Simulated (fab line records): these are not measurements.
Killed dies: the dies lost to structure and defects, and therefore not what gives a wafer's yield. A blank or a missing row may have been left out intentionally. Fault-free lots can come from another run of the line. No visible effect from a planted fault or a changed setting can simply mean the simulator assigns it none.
Chamber matching    flow nand_harc    NHARC_P_M1_CMP_23 on cmp-01: 4 sister chambers
The step polishes, t overpolish 20 s, target thk 157.82 nm. 8 wafers are shown with their chamber, then 7 later ones without.

== WAFERS PAIRED WITH THEIR CHAMBERS ==
wafer   chamber  motor_current_A (A)  time_to_endpoint_s (s)
L481.1  1        13.4                 26.0
L481.3  2        10.1                 26.2
L488.5  2        9.8                  24.9
L491.1  1        13.6                 29.4
L491.4  0        13.1                 33.5
L491.6  3        15.6                 31.4
L493.2  0        12.8                 27.1
L493.5  3        15.3                 29.3

== WAFERS WITH NO CHAMBER GIVEN ==
wafer   motor_current_A (A)  time_to_endpoint_s (s)
L493.6  10.2                 26.5
L494.1  9.9                  30.2
L494.3  13.1                 31.5
L494.4  14.1                 30.0
L495.1  13.5                 28.8
L495.2  12.2                 31.9
L495.5  14.4                 32.7

== THE CHAMBER EACH PASSED THROUGH ==
wafer    from the rows above       in truth
L493.6   2                         2
L494.1   2                         2
L494.3   can't be placed: 0 or 1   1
L494.4   1                         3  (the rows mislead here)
L495.1   1                         1
L495.2   0                         0
L495.5   can't be placed: 1 or 3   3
Correct placement for 4 of the 7. From these rows, 2 cannot be placed; in 2 the true chamber is one of the candidates. 1 placed wrongly.
How it was worked out, from the rows above alone: a wafer's distance from a chamber is the root of the sum, over the readings, of the square of ((its reading less the chamber's mean) divided by the reading's scatter). If the next closest chamber is less than 2 further off than the closest, the wafer can't be placed; otherwise it belongs to the closest. A chamber's mean is the mean of its shown wafers. The scatter: the root of (the sum of the squares of (reading less its chamber's mean) over the shown wafers, divided by (wafers less chambers)).
